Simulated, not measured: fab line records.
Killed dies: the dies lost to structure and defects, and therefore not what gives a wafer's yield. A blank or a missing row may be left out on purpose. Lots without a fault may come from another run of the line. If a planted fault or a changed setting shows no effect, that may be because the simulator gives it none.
Which of the tools did it? / flow nandHarc / 12 lots, 36 wafers sampled, at 2 steps of a route of 1159

WHAT THE GAUGES SHOWED, per wafer
NHARC_A_CONTACT_CD_MEAS_08: the cd target is 100 nm.
lot=L075; measured=day 17 09:43; on=cdSem-03; cdNm (nm)=100.5 100.1 99.5
lot=L077; measured=day 17 13:21; on=cdSem-01; cdNm (nm)=100.9 99.6 100.2
lot=L079; measured=day 18 16:41; on=cdSem-01; cdNm (nm)=100.0 100.1 100.7
lot=L081; measured=day 18 22:14; on=cdSem-02; cdNm (nm)=100.0 100.4 99.8
lot=L084; measured=day 19 07:49; on=cdSem-03; cdNm (nm)=100.3 100.5 100.8
lot=L086; measured=day 19 21:09; on=cdSem-02; cdNm (nm)=99.5 99.9 100.4
lot=L085; measured=day 20 06:49; on=cdSem-02; cdNm (nm)=98.8 100.3 100.2
lot=L088; measured=day 20 17:19; on=cdSem-01; cdNm (nm)=100.0 100.1 100.4
lot=L092; measured=day 21 13:10; on=cdSem-03; cdNm (nm)=99.5 100.3 99.8
lot=L093; measured=day 21 15:46; on=cdSem-03; cdNm (nm)=100.5 99.7 100.0
lot=L095; measured=day 22 12:35; on=cdSem-01; cdNm (nm)=100.6 99.5 99.7
lot=L097; measured=day 23 00:27; on=cdSem-03; cdNm (nm)=101.1 101.0 99.7

TOOL THAT RAN EACH LOT (tool first, then ch and the chambers of the sampled wafers, then the start)
lot=L075; NHARC_A_CONTACT_DEP_84=aclDep-03 ch 0, day 17 07:44
lot=L077; NHARC_A_CONTACT_DEP_84=aclDep-01 ch 0, day 17 11:34
lot=L079; NHARC_A_CONTACT_DEP_84=aclDep-01 ch 0, day 18 14:41
lot=L081; NHARC_A_CONTACT_DEP_84=aclDep-02 ch 0, day 18 20:24
lot=L084; NHARC_A_CONTACT_DEP_84=aclDep-01 ch 0, day 19 06:01
lot=L086; NHARC_A_CONTACT_DEP_84=aclDep-03 ch 0, day 19 19:13
lot=L085; NHARC_A_CONTACT_DEP_84=aclDep-01 ch 0, day 20 04:58
lot=L088; NHARC_A_CONTACT_DEP_84=aclDep-02 ch 0, day 20 15:27
lot=L092; NHARC_A_CONTACT_DEP_84=aclDep-02 ch 0, day 21 11:08
lot=L093; NHARC_A_CONTACT_DEP_84=aclDep-02 ch 0, day 21 13:46
lot=L095; NHARC_A_CONTACT_DEP_84=aclDep-01 ch 0, day 22 10:25
lot=L097; NHARC_A_CONTACT_DEP_84=aclDep-01 ch 0, day 22 22:28
- NHARC_A_CONTACT_DEP_84: deposits aC, target thk 2000 nm.

THE ANSWER, worked out from the rows above alone
Rule: the usual values come from the lots themselves. The widest of any qualifying gaps counts: lots, ordered by their means at a reading, are off when they make up no more than a third of the lots, leave a main group of 4 or more, and stand apart from it by 3 or more times the standard deviation of that group's means. If all means in a main group match to the digits the tables above print for the reading, that group is not used. Also off: a lot with no number at a reading for which 4 or more lots have one. The other lots that the step has rows for count as sound.
No lot is off on any of the readings shown, so nothing can be concluded from this.

WHAT THE SIMULATOR HAD INSERTED
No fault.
